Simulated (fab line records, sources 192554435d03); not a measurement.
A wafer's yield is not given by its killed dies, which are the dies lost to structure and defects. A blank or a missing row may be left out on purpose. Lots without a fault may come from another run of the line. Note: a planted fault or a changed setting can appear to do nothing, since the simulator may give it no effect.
Split-lot experiment | flow n5-finfet | on a route of 1938 steps: 7 lots, 21 wafers read

== THE SPLIT ==
At N5_SDB_COAT_04 (time 60 s, resist thk 18 nm), the setting spin-rpm was moved away from the recipe's 1500 rpm on 6 of the 21 wafers read, by -9.5% to +10.2%. The other wafers ran this setting at the recipe's value.

== FROM THE SPLIT TO THE READING: what the file shows between them, 1 step ==
- N5_SDB_ETCH_17: etches SiARC in CF4, target depth 23.4 nm, time 39 s (also split here: cf4-flow-sccm)

== THE READING ==
SiARC_of_SDB_COAT_04.thk-nm (the simulator's own value, which no gauge read), in nm, at N5_SDB_ETCH_18 (etches SOC in N2/H2, target depth 100 nm, overetch 20 nm, time 150 s). The file gives no usual value for it. The 15 wafers here that ran the recipe average 12.8 nm, standard deviation 0.27 nm.

wafer  | tool, chamber at the split | spin-rpm as run, rpm | against the recipe | SiARC_of_SDB_COAT_04.thk-nm, nm | against lot-mates on the recipe
L074.1 | litho-track-04, 0          | 1500                 | recipe             | 12.8                            | -
L074.2 | litho-track-04, 0          | 1500                 | recipe             | 12.6                            | -
L074.5 | litho-track-04, 0          | 1500                 | recipe             | 13.2                            | -
L081.1 | litho-track-03, 0          | 1500                 | recipe             | 13.2                            | -
L081.5 | litho-track-03, 0          | 1500                 | recipe             | 13                              | -
L081.6 | litho-track-03, 0          | 1500                 | recipe             | 12.4                            | -
L089.3 | litho-track-03, 0          | 1500                 | recipe             | 13                              | -
L089.5 | litho-track-03, 0          | 1500                 | recipe             | 13                              | -
L089.6 | litho-track-03, 0          | 1500                 | recipe             | 12.8                            | -
L090.1 | litho-track-03, 0          | 1500                 | recipe             | 13                              | -
L090.2 | litho-track-03, 0          | 1500                 | recipe             | 12.6                            | -
L090.4 | litho-track-03, 0          | 1357                 | -9.5%              | 13.8                            | +1.0
L091.2 | litho-track-04, 0          | 1365                 | -9.0%              | 13.8                            | +1.4
L091.4 | litho-track-04, 0          | 1365                 | -9.0%              | 13.8                            | +1.4
L091.3 | litho-track-04, 0          | 1500                 | recipe             | 12.4                            | -
L093.1 | litho-track-03, 0          | 1500                 | recipe             | 12.6                            | -
L093.3 | litho-track-03, 0          | 1500                 | recipe             | 13.2                            | -
L093.4 | litho-track-03, 0          | 1357                 | -9.5%              | 14                              | +1.1
L096.2 | litho-track-01, 0          | 1500                 | recipe             | 12.8                            | -
L096.3 | litho-track-01, 0          | 1653                 | +10.2%             | 11.8                            | -1.0
L096.5 | litho-track-01, 0          | 1653                 | +10.2%             | 11.6                            | -1.2

FIT RESULTS
A straight line over all 21 wafers: SiARC_of_SDB_COAT_04.thk-nm changes by -0.11 nm for each +1% of spin-rpm; r = -0.93; the points scatter about the line by 0.24 nm.
The same after taking each lot's own level away (the mean of its wafers on the recipe; 21 wafers): -0.122 nm for each +1%; r = -0.94; scatter 0.24 nm.
That fit puts the effect of the largest move of spin-rpm on the reading at 1.2 nm.
The span of the lots' own levels, 12.40 to 12.93 nm, comes to 2.0 times the standard deviation stated above.
The two slopes are in agreement: the lot-to-lot level therefore moves the slope only a little.
Check: -1.29 nm against its lot-mates is what the line predicts for one of the wafers moved furthest among these (+10.2%) when that wafer is left out of the fit. It came out at -1 nm against them.

== THESE WAFERS: OTHER SPLITS ==
Before the reading, these wafers also passed through other splits. Each is held against what the fit with the lots' levels taken away leaves over:
other split on the same wafers        | wafers away from the commonest value | r with SiARC_of_SDB_COAT_04.thk-nm (lot level and that fit taken away)
N5_WELL_APT_COAT_02 spin-rpm          | 7                                    | +0.16
N5_WELL_APT_DESCUM_13 time-s          | 8                                    | +0.00
N5_FIN_SAQP_PECVD_47 time-s           | 5                                    | -0.42
N5_FIN_SAQP_DEVELOP_15 develop-time-s | 7                                    | -0.11
N5_FIN_CUT_COAT_02 spin-rpm           | 4                                    | +0.20
N5_DUMMY_GATE_COAT_28 spin-rpm        | 9                                    | +0.00
N5_SD_EPI_N_EPI_21 epi-growth-time-s  | 4                                    | +0.05
N5_SD_EPI_P_EXPOSE_06 dose-mj         | 7                                    | -0.29
N5_SDB_ETCH_17 cf4-flow-sccm          | 4                                    | -0.09

== THE WHOLE CHAIN: every reading that the file lists as answering this split, in the file's order ==
step           | what it does                                                         | reading                                                                      | change (the file's fit)                | r (the file's)
N5_SDB_COAT_04 | time 60 s, resist thk 18 nm                                          | SiARC_of_SDB_COAT_04.thk-nm (the simulator's own value, which no gauge read) | -0.0939 nm for each +1% of the setting | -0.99
N5_SDB_ETCH_17 | etches SiARC in CF4, target depth 23.4 nm, time 39 s                 | etch.depth-nm (the simulator's own value, which no gauge read)               | -0.0934 nm for each +1% of the setting | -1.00
N5_SDB_ETCH_18 | etches SOC in N2/H2, target depth 100 nm, overetch 20 nm, time 150 s | SiARC_of_SDB_COAT_04.thk-nm (the simulator's own value, which no gauge read) | -0.12 nm for each +1% of the setting   | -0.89

== FILE'S OWN FIT ==
SiARC_of_SDB_COAT_04.thk-nm changes by -0.12 nm for each +1% of spin-rpm, r = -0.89.
